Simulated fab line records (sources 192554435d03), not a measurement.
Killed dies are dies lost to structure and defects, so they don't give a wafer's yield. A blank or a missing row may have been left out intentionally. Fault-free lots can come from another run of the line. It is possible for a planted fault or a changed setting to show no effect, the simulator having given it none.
Matching of chambers :: flow n5 finfet :: N5_BEOL_M10_ETCH_61 on rie diel-06: 4 sister chambers
The step etches SiARC in CF4, target depth 39 nm, time 65 s. 4 wafers are shown with their chamber, then 8 later ones without.

== WAFERS PAIRED WITH THEIR CHAMBERS ==
wafer: L084.5
chamber: 0
oes product au (a.u.): 0.57

wafer: L087.3
chamber: 1
oes product au (a.u.): 0.77

wafer: L089.6
chamber: 3
oes product au (a.u.): 0.61

wafer: L091.2
chamber: 2
oes product au (a.u.): 0.57

== WAFERS WITHOUT THEIR CHAMBER ==
wafer: L091.5
oes product au (a.u.): 0.76

wafer: L091.6
oes product au (a.u.): 0.61

wafer: L096.1
oes product au (a.u.): 0.84

wafer: L096.2
oes product au (a.u.): 0.60

wafer: L096.5
oes product au (a.u.): 0.84

wafer: L097.3
oes product au (a.u.): 0.81

wafer: L097.4
oes product au (a.u.): 0.85

wafer: L097.5
oes product au (a.u.): 0.80

== WHICH CHAMBER EACH WENT THROUGH ==
wafer: L091.5
from the rows above: 1
in truth: 1

wafer: L091.6
from the rows above: can't be placed: 3 or 0 or 2
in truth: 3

wafer: L096.1
from the rows above: 1
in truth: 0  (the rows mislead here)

wafer: L096.2
from the rows above: can't be placed: 3 or 0 or 2
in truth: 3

wafer: L096.5
from the rows above: 1
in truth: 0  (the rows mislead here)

wafer: L097.3
from the rows above: 1
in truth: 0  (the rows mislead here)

wafer: L097.4
from the rows above: 1
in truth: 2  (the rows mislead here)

wafer: L097.5
from the rows above: 1
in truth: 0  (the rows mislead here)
1 of 8 placed correctly. These rows do not allow placing 2 (true chamber among the candidates in 2). Wrongly placed: 5.
How it was worked out, from the rows above alone: a wafer's distance from a chamber is the root of the sum, over the readings, of the square of ((its reading less the chamber's mean) divided by the reading's scatter). If the next closest chamber is less than 2 further off than the closest, the wafer can't be placed; otherwise it belongs to the closest. The mean given for a chamber averages the wafers shown for that chamber. The scatter: with one shown wafer a chamber, the root of the mean of the squares of how far each hidden wafer lies from its nearest shown one.
